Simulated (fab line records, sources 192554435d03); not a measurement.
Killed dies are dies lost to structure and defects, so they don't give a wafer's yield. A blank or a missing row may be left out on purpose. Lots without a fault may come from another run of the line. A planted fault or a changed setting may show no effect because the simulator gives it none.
One fault seen from 3 desks | flow n5_finfet | each desk has only its own numbers; what lay behind them comes last

THE DEFECT DESK
What the inspections along the route counted, lot by lot: means of the sampled wafers that have a number. A lot is out of limits, marked OUT, if its mean lies more than 4 standard deviations from the usual mean; the brackets give that distance.
Columns: A = raw_defect_count at N5_BEOL_M15_INSPECT_55, usual 68
lot  | first seen here | A
L758 | day 12 01:53    | 73
L759 | day 12 06:06    | 87
L760 | day 12 14:02    | 88
L761 | day 13 03:50    | 58
L762 | day 13 10:05    | 97
L763 | day 13 16:38    | 58
L771 | day 15 13:42    | 65
L770 | day 15 14:01    | 68
L776 | day 16 20:31    | 76
L778 | day 17 12:48    | 57
This desk's finding: nothing out of limits on any of the 10 lots.

THE TOOL OWNER'S DESK: pvd_sputter-03
The tool's own readings at N5_MIM_TOP_SPUTTER_03 (material TiN, target thk 35 nm, time 89.7 s): means of the sampled wafers that have a number, for each lot that ran on this tool. A lot is out of limits, marked OUT, if its mean lies more than 4 standard deviations from the usual mean; the brackets give that distance.
Columns: A = cathode_dc_power_W at N5_MIM_TOP_SPUTTER_03, usual 3000.0 W; B = throttle_valve_pct at N5_MIM_TOP_SPUTTER_03, usual 30.2 %
lot  | first seen here | A                        | B
L758 | day 12 04:32    | 3000.3                   | 30.0
L762 | day 13 13:22    | 3000.0                   | 29.8
L763 | day 13 19:11    | 3142.6 (+99 or more) OUT | 29.9
L776 | day 17 00:17    | 2999.9                   | 29.7
L778 | day 17 15:47    | 2999.9                   | 30.1
This desk's finding: out of limits on L763; first on L763, day 13 19:11 (cathode_dc_power_W at N5_MIM_TOP_SPUTTER_03). In limits: L758, L762, L776, L778.

THE METROLOGY DESK
What the gauges read, lot by lot, whatever tool the lot ran on: means of the sampled wafers that have a number. A lot is out of limits, marked OUT, if its mean lies more than 4 standard deviations from the usual mean; the brackets give that distance. Of its 10 readings 7 are shown: those that lie furthest out on some lot.
Columns: A = DIBL_N at N5_BEOL_M4_RC_MEAS_101, usual 36.8 mV/V; B = IOFF_N at N5_BEOL_M4_RC_MEAS_101, usual 0.18 nA/um; C = ION_N at N5_BEOL_M4_RC_MEAS_101, usual 682 uA/um; D = ION_P at N5_BEOL_M4_RC_MEAS_101, usual 467 uA/um; E = SS_N at N5_BEOL_M4_RC_MEAS_101, usual 71.7 mV/dec; F = SS_P at N5_BEOL_M4_RC_MEAS_101, usual 73.5 mV/dec; G = VT_N at N5_BEOL_M4_RC_MEAS_101, usual 248 mV
lot  | first seen here | A    | B    | C   | D   | E    | F    | G
L759 | day 8 14:21     | 36.2 | 0.16 | 675 | 460 | 71.2 | 73.0 | 248
L758 | day 8 14:53     | 33.5 | 0.11 | 658 | 450 | 70.6 | 72.6 | 254
L760 | day 8 20:50     | 32.9 | 0.14 | 676 | 466 | 70.9 | 73.1 | 250
L761 | day 9 08:34     | 42.3 | 0.27 | 688 | 466 | 73.2 | 74.8 | 243
L762 | day 9 13:36     | 37.3 | 0.17 | 664 | 450 | 71.7 | 73.2 | 250
L763 | day 9 16:19     | 37.7 | 0.22 | 684 | 475 | 72.0 | 73.9 | 241
L770 | day 11 18:45    | 37.7 | 0.20 | 702 | 478 | 72.1 | 73.5 | 246
L771 | day 11 21:02    | 36.3 | 0.17 | 680 | 465 | 72.0 | 73.8 | 246
L776 | day 13 06:46    | 36.5 | 0.18 | 688 | 471 | 70.8 | 74.1 | 248
L778 | day 13 08:25    | 36.2 | 0.18 | 684 | 466 | 71.3 | 73.6 | 249
This desk's finding: nothing out of limits on any of the 10 lots.

PUT TOGETHER
The tool owner's desk could have raised an alarm at day 13 19:11, on L763.
The defect desk saw nothing out of limits.
The metrology desk saw nothing out of limits.
The defect desk has L763 on record, within its limits.
The metrology desk has L763 on record, within its limits.
Of the lots named, all ran N5_MIM_TOP_SPUTTER_03 on pvd_sputter-03.

WHAT THE SIMULATOR HAD PUT IN
Process parameter drift: pvd_sputter-03, from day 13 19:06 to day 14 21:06, at N5_MIM_TOP_SPUTTER_03. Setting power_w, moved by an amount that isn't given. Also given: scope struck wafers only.
Lots struck among those shown: L763.
Hours from the fault's start to each desk's first reading out of limits: the tool owner's desk, 0.
